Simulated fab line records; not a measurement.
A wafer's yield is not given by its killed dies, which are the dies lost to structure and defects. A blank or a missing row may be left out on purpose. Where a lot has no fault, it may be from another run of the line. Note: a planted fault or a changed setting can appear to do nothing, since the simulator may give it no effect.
What tool caused it? || flow nandHarc || 12 lots, 36 wafers sampled, at 3 steps of a route of 1159

## WHAT THE GAUGES SHOWED, per wafer
NHARC_A_BLC_INSPECT_12.
{"lot": "L077", "measured": "day 17 14:21", "on": "defectInspect-01", "rawDefectCount": "15 10 15"}
{"lot": "L076", "measured": "day 17 19:25", "on": "defectInspect-02", "rawDefectCount": "6 10 7"}
{"lot": "L080", "measured": "day 18 11:41", "on": "defectInspect-02", "rawDefectCount": "21 30 30"}
{"lot": "L081", "measured": "day 19 00:16", "on": "defectInspect-02", "rawDefectCount": "30 23 27"}
{"lot": "L083", "measured": "day 19 13:41", "on": "defectInspect-02", "rawDefectCount": "22 31 30"}
{"lot": "L084", "measured": "day 19 21:59", "on": "defectInspect-01", "rawDefectCount": "44 39 44"}
{"lot": "L085", "measured": "day 20 08:34", "on": "defectInspect-01", "rawDefectCount": "20 32 27"}
{"lot": "L089", "measured": "day 21 06:19", "on": "defectInspect-01", "rawDefectCount": "29 34 29"}
{"lot": "L093", "measured": "day 21 18:56", "on": "defectInspect-02", "rawDefectCount": "33 29 33"}
{"lot": "L091", "measured": "day 22 03:31", "on": "defectInspect-01", "rawDefectCount": "39 34 33"}
{"lot": "L095", "measured": "day 22 20:43", "on": "defectInspect-01", "rawDefectCount": "17 27 19"}
{"lot": "L097", "measured": "day 23 03:31", "on": "defectInspect-02", "rawDefectCount": "69 46 53"}

## TOOL THAT RAN EACH LOT (tool first, then ch and the chambers of the sampled wafers, then the start)
{"lot": "L077", "NHARC_A_CONTACT_ETCH_89": "rieDiel-03 ch 1,2, day 17 01:37 or earlier", "NHARC_A_CONTACT_ETCH_138": "harCapEtch-01 ch 0,1, day 17 01:37"}
{"lot": "L076", "NHARC_A_CONTACT_ETCH_89": "rieDiel-11 ch 0,1,2, day 17 11:46 or earlier", "NHARC_A_CONTACT_ETCH_138": "harCapEtch-01 ch 0,1, day 17 11:46"}
{"lot": "L080", "NHARC_A_CONTACT_ETCH_89": "rieDiel-11 ch 1,2,3, day 18 07:44 or earlier", "NHARC_A_CONTACT_ETCH_138": "harCapEtch-02 ch 0,1, day 18 07:44"}
{"lot": "L081", "NHARC_A_CONTACT_ETCH_89": "rieDiel-11 ch 2,3, day 18 15:11 or earlier", "NHARC_A_CONTACT_ETCH_138": "harCapEtch-02 ch 0,1, day 18 15:11"}
{"lot": "L083", "NHARC_A_CONTACT_ETCH_89": "rieDiel-02 ch 0,2, day 19 09:44 or earlier", "NHARC_A_CONTACT_ETCH_138": "harCapEtch-03 ch 0,1, day 19 09:44"}
{"lot": "L084", "NHARC_A_CONTACT_ETCH_89": "rieDiel-11 ch 0,1,2, day 19 18:05 or earlier", "NHARC_A_CONTACT_ETCH_138": "harCapEtch-03 ch 0,1, day 19 18:05"}
{"lot": "L085", "NHARC_A_CONTACT_ETCH_89": "rieDiel-03 ch 2,3, day 19 23:32 or earlier", "NHARC_A_CONTACT_ETCH_138": "harCapEtch-03 ch 0,1, day 19 23:32"}
{"lot": "L089", "NHARC_A_CONTACT_ETCH_89": "rieDiel-03 ch 1,3, day 21 01:11 or earlier", "NHARC_A_CONTACT_ETCH_138": "harCapEtch-02 ch 0,1, day 21 01:11"}
{"lot": "L093", "NHARC_A_CONTACT_ETCH_89": "rieDiel-11 ch 1,3, day 21 10:43 or earlier", "NHARC_A_CONTACT_ETCH_138": "harCapEtch-01 ch 0,1, day 21 10:43"}
{"lot": "L091", "NHARC_A_CONTACT_ETCH_89": "rieDiel-02 ch 0,1,2, day 21 17:48 or earlier", "NHARC_A_CONTACT_ETCH_138": "harCapEtch-03 ch 0,1, day 21 17:48"}
{"lot": "L095", "NHARC_A_CONTACT_ETCH_89": "rieDiel-11 ch 0,2,3, day 22 16:56 or earlier", "NHARC_A_CONTACT_ETCH_138": "harCapEtch-03 ch 0,1, day 22 16:56"}
{"lot": "L097", "NHARC_A_CONTACT_ETCH_89": "rieDiel-02 ch 0,1,3, day 22 19:56 or earlier", "NHARC_A_CONTACT_ETCH_138": "harCapEtch-02 ch 0,1, day 22 19:56"}
- NHARC_A_CONTACT_ETCH_89: etches the open film in N2/H2, target depth 260 nm, time 475.3 s.
- NHARC_A_CONTACT_ETCH_138: etches the open film in C4F8/O2/Ar, time 132 s, target depth 1289 nm.

## THE ANSWER, worked out from the rows above alone
Rule: the usual values come from the lots themselves. The widest of any qualifying gaps counts: lots, ordered by their means at a reading, are off when they make up no more than a third of the lots, leave a main group of 4 or more, and stand apart from it by 3 or more times the standard deviation of that group's means. A main group whose means are all the same, to the digits that the tables above print for the reading, isn't used. Also off: a lot with no number at a reading for which 4 or more lots have one. Any other lot the step has rows for is counted as sound.
No lot is off on any of the readings shown, so nothing can be concluded from this.

## WHAT THE SIMULATOR HAD INSERTED
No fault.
